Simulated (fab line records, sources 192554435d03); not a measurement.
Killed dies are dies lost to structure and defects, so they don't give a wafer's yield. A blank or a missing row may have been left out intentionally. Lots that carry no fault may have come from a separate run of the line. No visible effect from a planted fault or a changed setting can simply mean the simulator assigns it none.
Comparing a struck lot with a sound one | flow n5_finfet | 16 out of 1938 route steps
Sound: these wafers, L903.1, L903.5, L903.6. Struck: wafer L906.4. (L906.3, L906.6 of the same lot were not struck and are left out.) The cause comes at the end.
Each step with rows lists, per side, the tool, then ch with its chambers, then its first start. Under that, the readings that differ: sound wafers | struck wafers | difference of the means | sigmas: that difference in standard deviations of wafers without a fault.
alike: same words and numbers on both sides, and readings whose means sit less than 2 such deviations apart. not compared: any withheld reading, any reading some wafer has no value for, any bound like >300 that may hide the same value, and any number with overlapping values for which the record gives no deviation.
The two part at a step that has a row with sigmas, a row that says differs or no value, or rows on one side only. Numbers that have no deviation but don't overlap get no sigmas and don't part them. A reading missing from all wafers of one side parts the sides only when that side holds two or more wafers.

first, 2 steps without rows for these wafers: N5_BEOL_M3_SPUTTER_90 (material Cu, target thk 4.5 nm, time 8.29 s); N5_BEOL_M3_ANNEAL_91 (time 240 s).
N5_BEOL_M3_SPUTTER_92: material Cu, target thk 4.5 nm, time 8.29 s.
  sound on pvd_sputter-03, day 10 15:29; struck on pvd_sputter-03, day 10 23:56
  alike: chuck_sensor_temp_C, throttle_valve_pct
then, 2 steps without rows for these wafers: N5_BEOL_M3_ANNEAL_93 (time 240 s); N5_BEOL_M3_SPUTTER_94 (material Cu, target thk 4.5 nm, time 8.29 s).
N5_BEOL_M3_ANNEAL_95: time 240 s.
  sound on pvd_sputter-03, day 10 15:47; struck on pvd_sputter-03, day 11 00:14
  alike: heater_power_w
N5_BEOL_M3_SPUTTER_96: material Cu, target thk 4.5 nm, time 8.29 s.
  sound on pvd_sputter-03, day 10 15:55; struck on pvd_sputter-03, day 11 00:23
  alike: chuck_sensor_temp_C, throttle_valve_pct
then, 1 step without rows for these wafers: N5_BEOL_M3_ECD_50 (material Cu, target thk 300 nm).
N5_BEOL_M3_ANNEAL_51: time 90 s.
  sound on rtp_anneal-01 ch 0, day 10 16:07; struck on rtp_anneal-02 ch 0, day 11 00:40
  reading          | sound             | struck | difference | sigmas
  wafer_temp_C_max | 226.5 226.2 226.1 | 225.5  | -0.8       | -2
then, 1 step without rows for these wafers: N5_BEOL_M3_CMP_52 (polishes, stops on SiOC, t overpolish 6.8 s, target thk 40 nm).
N5_BEOL_M3_THK_MEAS_53: measures by xrf.
  sound on film_metro-01, day 10 16:42; struck on film_metro-02, day 11 01:10
  alike: M3_THK
N5_BEOL_M3_PRE_CLEAN_60: time 15 s.
  sound on cvd_co-01 ch 1,2, day 10 16:44; struck on cvd_co-01 ch 2, day 11 01:12
  alike: heater_power_w
N5_BEOL_M3_CO_CAP_55: material Co, precursor CCTBA/H2, target thk 2 nm, time 102.1 s.
  sound on cvd_co-01 ch 1,2, day 10 16:47; struck on cvd_co-01 ch 2, day 11 01:14
  reading                                   | sound             | struck | difference | sigmas
  run_length_s (s)                          | 124.7 124.7 124.1 | 157.4  | +32.9      | +55
  model.Co_of_BEOL_M3_CO_CAP_55.thk_nm (nm) | 2 1.8 1.8         | 2.4    | +0.5       |
  alike: heater_power_w
then, 1 step without rows for these wafers: N5_BEOL_M3_PRE_CLEAN_56 (time 15 s).
N5_BEOL_M4_RC_MEAS_101:
  sound on prober-01 ch 0, day 11 06:03; struck on prober-02 ch 0, day 11 14:09
  reading       | sound          | struck | difference | sigmas
  SS_N (mV/dec) | 71.0 70.7 70.7 | 72.0   | +1.2       | +2
  alike: DIBL_N, DIBL_P, IOFF_N, IOFF_P, ION_N, ION_P, SS_P, VT_N, VT_P
-- the record jumps here: 5 days lie between the struck wafers' starts before and after (it left off in module BEOL_M4 and takes up again in module PASSIVATION, whose first step shown is number 1936 of the route) --
N5_PASSIVATION_PROBE_49:
  only the struck wafers here have rows in the record (prober-01, day 16 06:40); the sound ones have none

## WHERE THEY PART
At N5_BEOL_M3_ANNEAL_51 first; at N5_PASSIVATION_PROBE_49 last (within this record only).

WHY: whatever the simulator had introduced
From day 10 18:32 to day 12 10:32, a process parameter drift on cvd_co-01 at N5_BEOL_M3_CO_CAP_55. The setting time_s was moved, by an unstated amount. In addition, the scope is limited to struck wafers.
